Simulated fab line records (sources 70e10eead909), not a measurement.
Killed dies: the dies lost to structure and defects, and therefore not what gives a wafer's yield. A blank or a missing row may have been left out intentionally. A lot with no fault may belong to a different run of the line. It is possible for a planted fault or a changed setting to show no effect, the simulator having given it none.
A lot that was struck, set against a sound lot / flow nand-harc / 15 out of 1302 route steps
Sound: these wafers, L360.2, L360.3, L360.5. Wafers L363.1, L363.4, L363.5 were the ones struck. The cause is named last.
Order at every step that has rows: each side's tool, ch and its chambers, its first start. Under that, the readings that differ: sound wafers / struck wafers / difference of the means / sigmas: that difference in standard deviations of wafers without a fault.
alike: words and numbers the same on both sides, and readings whose means are apart by under 2 such deviations; not compared: readings that were withheld, readings missing a value for some wafer, numbers with overlapping values and no deviation given by the record, and bounds like >300 which may hide the same value.
The two part at a step that has a row with sigmas, a row that says differs or no value, or rows on one side only. When numbers do not overlap yet have no deviation, they are printed without sigmas and do not part them. A reading missing from all wafers of one side parts the sides only when that side holds two or more wafers.

first, 7 steps without rows for these wafers: NHARC_P_ZERO_WELL_HMDS_45 (time 30 s); NHARC_P_ZERO_WELL_COAT_46; NHARC_P_ZERO_WELL_SOFTBAKE_47 (time 95 s); NHARC_P_ZERO_WELL_EBR_48; NHARC_P_ZERO_WELL_EXPOSE_49 (exposes mask P HVPW, target cd 2000 nm); NHARC_P_ZERO_WELL_PEB_50 (peb time 85 s); NHARC_P_ZERO_WELL_DEVELOP_51 (time 70 s).
NHARC_P_ZERO_WELL_CD_MEAS_52: target cd 2000 nm.
  sound on cd-sem-03 ch 0, day 2 21:41; struck on cd-sem-01 ch 0, day 4 03:21
  alike: cd-nm
then, 1 step without rows for these wafers: NHARC_P_ZERO_WELL_HARDBAKE_53 (time 80 s).
NHARC_P_ZERO_WELL_DESCUM_54: chemistry O2, time 3 s.
  sound on rie-diel-03 ch 1,3, day 2 21:51; struck on rie-diel-07 ch 0,1,3, day 4 03:44
  alike: drypump-motor-current-A, oes-product-au, rf-vpp-V, showerhead-plenum-p-Torr, throttle-valve-pct
  not compared: rf-hours-counter-h
then, 2 steps without rows for these wafers: NHARC_P_ZERO_WELL_IMPLANT_55; NHARC_P_ZERO_WELL_IMPLANT_61.
NHARC_P_ZERO_WELL_STRIP_56: strips in SPM, time 840 s.
  sound on wet-bench-07 ch 0,1,7, day 2 22:26; struck on wet-bench-07 ch 2,6,7, day 4 04:14
reading=run-length-s (s); sound=843.3 843.9 842.8; struck=177.1 174.6 176.9; difference=-667.1; sigmas=-99 or more
then, 1 step without rows for these wafers: NHARC_P_ZERO_WELL_PRECLEAN_68 (cleans in SC1, time 60 s).
-- the record jumps here: 22 days lie between the struck wafers' starts before and after (it left off in module P_ZERO_WELL and takes up again in module END, whose first step shown is number 1302 of the route) --
NHARC_END_SORT_01:
  here the record holds rows for the struck wafers (prober-02 ch 0, day 26 15:13) but none for the sound ones

== WHERE THEY PART ==
First at NHARC_P_ZERO_WELL_STRIP_56; last, within this record, at NHARC_END_SORT_01.

WHY: what the simulator had put in
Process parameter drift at NHARC_P_ZERO_WELL_STRIP_56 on wet-bench-07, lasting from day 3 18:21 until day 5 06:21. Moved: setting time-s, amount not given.
